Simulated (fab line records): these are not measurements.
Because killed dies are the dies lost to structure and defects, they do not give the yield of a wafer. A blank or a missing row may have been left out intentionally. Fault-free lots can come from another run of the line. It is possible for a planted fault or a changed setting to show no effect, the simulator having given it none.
Which tool was responsible? -- flow nand_harc -- 14 lots with 42 wafers sampled at 2 steps, on a route of 1159 steps

WHAT EACH GAUGE READ, for each wafer
NHARC_A_CONTACT_CD_MEAS_42: target cd 200 nm. Usual: cd_nm at 200.2 nm, with a standard deviation of 0.61.
lot,measured,on,cd_nm (nm),flag
L800,day 16 00:13,cd_sem-03,199.4 200.5 200.9,
L799,day 16 02:13,cd_sem-02,200.1 200.6 200.6,
L802,day 16 13:29,cd_sem-03,201.2 200.6 199.9,
L801,day 16 15:43,cd_sem-02,199.5 199.8 199.9,
L803,day 17 19:11,cd_sem-03,199.0 199.4 199.6,
L808,day 18 02:45,cd_sem-02,200.1 200.0 200.1,
L815,day 20 00:08,cd_sem-02,200.1 199.4 199.4,
L818,day 20 13:53,cd_sem-01,201.2 201.5 200.4,
L817,day 20 15:33,cd_sem-01,199.3 199.8 200.2,
L816,day 20 18:16,cd_sem-03,200.7 200.0 199.5,
L819,day 21 12:35,cd_sem-03,200.5 200.5 199.9,
L821,day 21 20:47,cd_sem-01,200.1 200.4 199.5,
L820,day 21 21:33,cd_sem-03,199.8 201.1 201.1,
L822,day 22 11:13,cd_sem-01,199.6 200.1 200.0,

WHICH TOOL RAN EACH LOT (tool, then ch and the chambers of the sampled wafers, then the start)
lot,NHARC_A_CONTACT_DEP_28
L800,"acl_dep-01 ch 0, day 15 21:29"
L799,"acl_dep-03 ch 0, day 15 23:17"
L802,"acl_dep-02 ch 0, day 16 11:15"
L801,"acl_dep-02 ch 0, day 16 13:28"
L803,"acl_dep-03 ch 0, day 17 16:37"
L808,"acl_dep-01 ch 0, day 17 23:56"
L815,"acl_dep-01 ch 0, day 19 21:56"
L818,"acl_dep-02 ch 0, day 20 11:49"
L817,"acl_dep-01 ch 0, day 20 12:58"
L816,"acl_dep-02 ch 0, day 20 15:17"
L819,"acl_dep-01 ch 0, day 21 09:46"
L821,"acl_dep-02 ch 0, day 21 17:53"
L820,"acl_dep-01 ch 0, day 21 19:05"
L822,"acl_dep-02 ch 0, day 22 08:35"
- NHARC_A_CONTACT_DEP_28: deposits aC, target thk 3600 nm.

AS READ BY THE TOOLS THEMSELVES (means over the sampled wafers that have a number; for cases with no such wafer, the mark the record gives instead)
NHARC_A_CONTACT_DEP_28. Usual: throttle_valve_pct at 35.000 %, with a standard deviation of 0.0083.
lot,tool,throttle_valve_pct (%),flag
L800,acl_dep-01,34.999,
L799,acl_dep-03,35.004,
L802,acl_dep-02,35.001,
L801,acl_dep-02,35.001,
L803,acl_dep-03,35.001,
L808,acl_dep-01,35.007,
L815,acl_dep-01,35.007,
L818,acl_dep-02,34.994,
L817,acl_dep-01,35.000,
L816,acl_dep-02,35.014,
L819,acl_dep-01,34.996,
L821,acl_dep-02,34.987,
L820,acl_dep-01,34.999,
L822,acl_dep-02,34.996,

THE ANSWER, worked out from the rows above alone
Rule: lot off if the mean of its wafers having a number is beyond 3 standard deviations from the usual mean. A lot without any number at a reading at which 4 lots or more have one is off too. The other lots that the step has rows for count as sound. First the gauges in route order, then the tools' own readings, where a lot's mean is used as printed above. The first step at which some lot is off is used, and at that step the reading that is off furthest; a lot without a number counts as furthest.
Nothing can be told from this: no lot is off at any reading shown.

WHAT THE SIMULATOR HAD PUT IN
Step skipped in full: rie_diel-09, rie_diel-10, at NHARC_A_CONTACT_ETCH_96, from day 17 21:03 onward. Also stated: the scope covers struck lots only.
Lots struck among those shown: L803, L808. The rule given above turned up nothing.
